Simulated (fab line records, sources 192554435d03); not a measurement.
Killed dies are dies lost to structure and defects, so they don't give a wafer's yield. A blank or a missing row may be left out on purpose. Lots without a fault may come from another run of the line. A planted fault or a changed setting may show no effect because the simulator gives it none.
Chamber matching | flow n5_finfet | N5_FIN_SAQP_ETCH_51 on rie_diel-04: 4 sister chambers
The step etches SiARC in CF4, target depth 45.5 nm, time 75.8 s. 4 wafers are shown with their chamber, then 11 later ones without.

WAFERS WITH THEIR CHAMBER
wafer  | chamber | showerhead_plenum_p_Torr (Torr)
L076.3 | 3       | 2.22
L081.6 | 2       | 2.18
L083.3 | 1       | 2.04
L086.1 | 0       | 2.12

WAFERS WITHOUT THEIR CHAMBER
wafer  | showerhead_plenum_p_Torr (Torr)
L086.2 | 2.04
L086.3 | 2.22
L086.4 | 2.22
L086.5 | 2.04
L086.6 | 2.12
L093.1 | 2.21
L093.2 | 2.17
L093.3 | 2.12
L093.4 | 2.29
L093.5 | 2.17
L093.6 | 2.29

WHICH CHAMBER EACH WENT THROUGH
wafer  | from the rows above          | in truth
L086.2 | 1                            | 1
L086.3 | can't be placed: 3 or 2      | 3
L086.4 | can't be placed: 3 or 2      | 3
L086.5 | 1                            | 1
L086.6 | can't be placed: 0 or 2      | 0
L093.1 | can't be placed: 3 or 2      | 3
L093.2 | can't be placed: 2 or 0 or 3 | 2
L093.3 | can't be placed: 0 or 2      | 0
L093.4 | can't be placed: 3 or 2      | 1
L093.5 | can't be placed: 2 or 0 or 3 | 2
L093.6 | can't be placed: 3 or 2      | 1
Placed correctly: 2 of 11. Can't be placed from these rows: 9 (the true chamber is among the candidates in 7). Placed wrongly: 0.
How it was worked out, from the rows above alone: a wafer's distance from a chamber is the root of the sum, over the readings, of the square of ((its reading less the chamber's mean) divided by the reading's scatter). The wafer belongs to the nearest chamber; if the next one is less than 2 further off, it can't be placed. A chamber's mean is the mean of its shown wafers. The scatter: with one shown wafer a chamber, the root of the mean of the squares of how far each hidden wafer lies from its nearest shown one.
